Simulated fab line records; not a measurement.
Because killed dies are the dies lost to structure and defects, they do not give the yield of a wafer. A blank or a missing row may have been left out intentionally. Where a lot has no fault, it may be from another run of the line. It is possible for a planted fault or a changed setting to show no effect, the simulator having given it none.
fab line records	flow n5-finfet	part 2 of 2: steps 5 to 6 of 6
[record] lots = 23	wafers = 69	last-day = 18
route steps=1938 shown HKMG_FIN@441 GATE_CUT@470
lots with no fault: from the same line, run without faults
start-h: hours from the record's opening day to when the first of the lot's shown wafers began	wait-h: hours since the lot's step before	" identical to the entry in the row above	L1.1+2: one row covering several wafers at once	- either no value or no given start	* or withheld: withheld	< > ~ a bound
route shown NAME@n: NAME is a module with steps in the file, n the number in the route of the first one	usual: average and standard deviation across the fault-free wafers	same: alike in all rows	chamber/n: place in a boat	sites: each site's reading	_std_site: how widely they spread, as a standard deviation	_edge_site: inner sites' mean taken away from outer sites' mean	radius-mm: for every site, how far away it sits from the centre of the wafer	mask NAME#n: copy n	behind: the most recent tool/chamber to have shaped the wafer	hold: why the lot went on hold/how many hours it stayed there/how the hold came to an end	device: which transistor (n, p or np) failed to switch	end of line: the tests these same wafers got at the end of their route	step lacking rows: just its recipe	killed: dies that structure and defects cost at the first sort, which is not the same as the wafer's yield	map: a wafer's dies, marking killed ones x, the rest . and places with no die _
set.NAME: setting as actually run; set.NAME@STEP: the setting as run at that earlier step	model.NAME: the simulator's own value behind a step, which no gauge read
steps of the route over a sample of lots; a table a step, a row a wafer
services: when a tool's chamber went out of use (start-h, in hours from the record's first day, below 0 if earlier), for how many hours, and the reason
[[steps]]
[step N5_GATE_CUT_CUT_ETCH_55]
[recipe] chemistry = BCl3	target = HfO2	mask-material = SiO2	target-depth-a = 32	ion-energy-ev = 30	pressure-mtorr = 5	icp-w = 450	bias-w = 18	bcl3-flow-sccm = 80
[usual] drypump-motor-current-A = 5.9/0.44	he-backside-leak-sccm = 3.47/0.21	oes-product-au = 0.72/0.11	throttle-valve-pct = 33.2/0.48
lot.wafer	tool	chamber	start-h	wait-h	drypump-motor-current-A	he-backside-leak-sccm	oes-product-au	rf-hours-counter-h	throttle-valve-pct
L074.3	rie-metal-02	1	83.53	0.0	6.4	3.27	0.66	-	32.5
L074.4	"	0	"	"	6.3	3.80	0.57	-	33.8
L074.5	"	1	"	"	6.4	3.45	0.65	-	32.5
L075.2	rie-metal-01	1	93.79	0.0	5.4	3.40	0.72	67	32.9
L075.5	"	0	"	"	5.6	3.23	0.62	-	33.2
L075.6	"	1	"	"	5.4	3.42	0.72	-	32.9
L076.1	rie-metal-02	1	107.63	0.1	6.4	3.31	0.64	100	32.5
L076.4	"	1	"	"	6.4	5.09	0.65	-	32.5
L076.6	"	1	"	"	6.4	3.24	0.64	-	32.5
L077.3	rie-metal-03	0	115.38	0.0	5.6	3.50	0.68	-	33.3
L077.5	"	0	"	"	5.5	3.34	0.68	-	33.3
L077.6	"	1	"	"	5.5	3.46	0.80	-	34.0
L078.1	rie-metal-02	1	115.60	0.0	6.4	3.36	0.65	101	32.5
L078.2	"	0	"	"	6.4	3.69	0.96	1	33.3
L078.5	"	0	"	"	6.4	3.50	0.97	-	33.3
L079.3	rie-metal-01	1	118.59	0.0	5.4	3.57	0.71	-	32.9
L079.4	"	0	"	"	5.5	3.58	0.61	-	33.2
L079.6	"	0	"	"	5.5	3.38	0.62	-	33.2
L080.3	rie-metal-03	1	125.58	0.0	5.5	3.47	0.80	-	34.1
L080.4	"	0	"	"	5.5	3.46	0.68	-	33.3
L080.5	"	1	"	"	5.5	3.46	0.80	-	34.1
L081.1	rie-metal-02	1	129.36	0.0	6.4	3.32	0.64	102	32.5
L081.5	"	1	"	"	6.4	3.39	0.64	-	32.5
L081.6	"	0	"	"	6.4	3.61	0.94	-	33.3
L082.2	rie-metal-02	0	135.13	0.0	6.3	3.44	0.93	3	33.2
L082.3	"	1	"	"	6.4	3.34	0.64	-	32.5
L082.6	"	0	"	"	6.3	3.33	0.93	-	33.3
L083.2	rie-metal-01	1	142.71	0.0	5.4	3.51	0.71	71	32.9
L083.5	"	1	"	"	5.4	3.42	0.70	-	32.9
L083.6	"	0	"	"	5.5	3.58	0.62	-	33.2
L084.1	rie-metal-03	0	147.73	0.0	5.5	3.55	0.68	102	33.3
L084.3	"	0	"	"	5.5	3.41	0.67	-	33.3
L084.4	"	1	"	"	5.5	3.52	0.79	-	34.1
L085.1	rie-metal-02	0	153.12	0.0	6.3	3.49	0.92	5	33.3
L085.4	"	1	"	"	6.4	3.13	0.64	-	32.5
L085.6	"	0	"	"	6.3	3.56	0.92	-	33.3
L086.1	rie-metal-03	0	165.08	0.0	5.5	3.45	0.67	103	33.3
L086.3	"	0	"	"	5.5	3.53	0.67	-	33.3
L086.5	"	1	"	"	5.5	3.39	0.79	-	34.0
L087.1	rie-metal-02	1	168.22	0.0	6.4	3.35	0.63	107	32.5
L087.4	"	0	"	"	6.3	3.70	0.90	-	33.3
L087.5	"	0	"	"	6.3	3.61	0.90	-	33.3
L088.1	rie-metal-03	0	176.33	0.0	5.5	3.83	0.67	104	33.3
L088.3	"	0	"	"	5.5	3.63	0.67	-	33.3
L088.4	"	1	"	"	5.5	3.37	0.78	-	34.0
L089.1	rie-metal-03	0	178.67	0.0	5.6	3.35	0.67	104	33.3
L089.4	"	0	"	"	5.5	3.20	0.67	-	33.3
L089.5	"	0	"	"	5.6	3.51	0.67	-	33.3
L090.1	rie-metal-03	1	187.35	0.0	5.5	3.38	0.77	53	34.1
L090.2	"	0	"	"	5.5	3.50	0.67	105	33.3
L090.5	"	1	"	"	5.5	3.34	0.77	-	34.1
L092.2	rie-metal-02	0	194.78	0.0	6.4	3.47	0.88	10	33.3
L092.3	"	1	"	"	6.4	3.25	0.63	-	32.5
L092.4	"	0	"	"	6.3	3.64	0.88	-	33.3
L093.1	rie-metal-02	1	203.45	0.0	6.4	3.51	0.63	110	32.5
L093.3	"	1	"	"	6.4	3.42	0.63	-	32.6
L093.6	"	0	"	"	6.3	3.69	0.88	-	33.3
L094.2	rie-metal-01	0	204.49	0.0	5.5	3.58	0.61	122	33.2
L094.3	"	0	"	"	5.6	3.49	0.62	-	33.2
L094.5	"	0	"	"	5.6	3.53	0.61	-	33.2
L095.1	rie-metal-01	0	211.60	0.0	5.5	3.39	0.61	123	33.2
L095.3	"	1	"	"	5.4	3.50	0.70	-	32.9
L095.4	"	0	"	"	5.5	3.31	0.61	-	33.2
L097.1	rie-metal-02	0	220.28	0.0	6.3	3.48	0.88	12	33.3
L097.3	"	1	"	"	6.4	3.53	0.62	-	32.5
L097.5	"	1	"	"	6.4	3.70	0.63	-	32.5
L096.1	rie-metal-01	1	222.62	0.0	5.4	3.60	0.70	77	32.9
L096.3	"	1	"	"	5.4	3.52	0.70	-	32.9
L096.5	"	0	"	"	5.6	3.44	0.61	-	33.2
[step N5_GATE_CUT_CMP_23]
[recipe] stop-on = SiO2	t-overpolish-s = 23.4	post-cmp-clean = alkaline-brush	down-force-psi = 2.5	platen-rpm = 51.8	pad-velocity-m-s = 1.0307	target-thk-nm = 16
[usual] motor-current-A = 8.8/0.69	overpolish-run-s = 23.400/0.0089	time-to-endpoint-s = 19.4/2.3
lot.wafer	tool	chamber	start-h	wait-h	motor-current-A	overpolish-run-s	time-to-endpoint-s
L074.3	cmp-02	1	85.39	0.8	8.7	23.393	18.3
L074.4	"	3	"	"	8.1	23.399	17.2
L074.5	"	1	"	"	8.9	23.404	15.9
L075.2	cmp-03	1	96.55	0.8	8.3	23.389	19.9
L075.5	"	0	"	"	9.0	23.397	19.7
L075.6	"	1	"	"	8.0	23.413	23.1
L076.4	cmp-03	1	110.18	0.0	8.0	23.409	20.4
L076.1	"	2	"	"	8.8	23.399	18.0
L076.6	"	2	"	"	8.5	23.388	19.5
L077.3	cmp-03	2	117.26	0.8	8.3	23.391	18.8
L077.6	"	0	"	"	9.3	23.402	16.8
L077.5	"	1	"	"	7.9	23.393	19.0
L078.2	cmp-03	0	118.39	0.8	9.2	23.406	16.8
L078.1	"	2	"	"	8.4	23.405	18.1
L078.5	"	0	"	"	9.2	23.404	15.5
L079.3	cmp-02	0	121.72	0.8	9.7	23.411	19.3
L079.4	"	1	"	"	9.3	23.387	21.4
L079.6	"	2	"	"	10.1	23.395	20.3
L080.4	cmp-01	3	127.42	0.8	7.7	23.409	18.5
L080.3	"	1	"	"	8.6	23.401	22.6
L080.5	"	2	"	"	9.1	23.378	18.5
L081.1	cmp-02	0	131.18	0.8	9.9	23.417	19.6
L081.6	"	0	"	"	9.2	23.398	22.6
L081.5	"	1	"	"	8.9	23.395	21.3
L082.2	cmp-02	2	136.98	0.8	9.4	23.400	20.9
L082.3	"	3	"	"	7.5	23.396	15.9
L082.6	"	1	"	"	9.4	23.392	19.3
L083.2	cmp-02	3	144.56	0.8	8.1	23.409	19.7
L083.5	"	2	"	"	9.4	23.400	24.1
L083.6	"	3	"	"	7.8	23.403	19.2
L084.1	cmp-02	1	149.57	0.8	9.4	23.412	21.4
L084.3	"	2	"	"	9.7	23.401	23.2
L084.4	"	3	"	"	8.1	23.399	22.4
L085.1	cmp-03	0	154.97	0.8	8.7	23.406	18.0
L085.4	"	2	"	"	8.6	23.401	17.2
L085.6	"	0	"	"	8.7	23.407	16.2
L086.3	cmp-02	3	168.46	0.9	8.9	23.402	19.9
L086.1	"	1	"	"	8.8	23.385	20.0
L086.5	"	3	"	"	7.8	23.377	17.4
L087.1	cmp-02	1	170.07	0.8	9.3	23.403	23.7
L087.4	"	3	"	"	8.1	23.399	21.3
L087.5	"	0	"	"	9.8	23.393	21.4
L088.1	cmp-03	1	178.14	0.8	8.5	23.388	20.9
L088.4	"	2	"	"	8.2	23.405	20.2
L088.3	"	3	"	"	9.1	23.392	18.9
L089.4	cmp-03	0	180.52	0.8	8.9	23.389	16.9
L089.1	"	2	"	"	8.4	23.406	19.5
L089.5	"	0	"	"	8.6	23.424	18.0
L090.2	cmp-03	2	189.24	0.8	8.6	23.407	17.6
L090.1	"	3	"	"	9.5	23.396	16.6
L090.5	"	0	"	"	8.3	23.389	16.6
L092.3	cmp-02	3	196.64	0.8	8.0	23.408	18.4
L092.4	"	0	"	"	9.2	23.412	21.6
L092.2	"	1	"	"	9.1	23.398	19.6
L093.3	cmp-02	0	205.35	0.8	9.6	23.408	21.0
L093.1	"	1	"	"	9.8	23.396	20.0
L093.6	"	2	"	"	9.6	23.399	21.8
L094.2	cmp-01	3	206.82	0.9	7.1	23.379	15.5
L094.3	"	1	"	"	8.8	23.418	16.7
L094.5	"	2	"	"	9.2	23.397	14.5
L095.1	cmp-02	3	213.43	0.8	7.9	23.396	19.3
L095.3	"	0	"	"	9.5	23.398	21.8
L095.4	"	2	"	"	9.8	23.406	21.7
L097.1	cmp-01	1	222.27	0.8	8.5	23.396	18.1
L097.3	"	2	"	"	8.7	23.420	16.3
L097.5	"	0	"	"	8.7	23.395	18.4
L096.3	cmp-03	0	224.50	0.8	9.0	23.399	19.0
L096.1	"	2	"	"	8.3	23.385	17.7
L096.5	"	1	"	"	8.5	23.391	20.4
[[services]]
tool	chamber	start-h	hours	kind
rie-metal-02	1	53.17	22.5	repair
cmp-02	-	54.50	1.3	repair
cmp-03	-	58.54	4.0	pm
plasma-asher-02	-	63.04	2.8	pm
cmp-03	-	66.86	2.4	repair
cmp-02	-	70.20	13.3	pm
cmp-01	-	78.45	4.0	pm
plasma-asher-01	-	90.19	7.5	repair
rie-diel-06	3	91.32	4.9	repair
cmp-01	-	93.49	24.5	repair
cmp-03	-	112.51	3.3	repair
rie-diel-06	2	124.88	3.2	repair
cmp-01	-	129.78	5.0	pm
rie-diel-05	0	157.45	2.8	repair
cmp-03	-	165.20	3.8	pm
rie-metal-01	-	171.73	28.1	pm
cmp-01	-	174.35	9.1	pm
rie-diel-06	2	201.30	23.7	repair
rie-diel-06	3	202.27	7.3	repair
rie-diel-01	-	211.73	3.2	repair
rie-diel-05	2	220.81	-	clean
rie-diel-05	2	220.81	-	consumable-replace:focus-ring
rie-diel-05	2	220.81	17.9	scheduled-down
rie-diel-05	2	220.81	17.9	vent-cycle
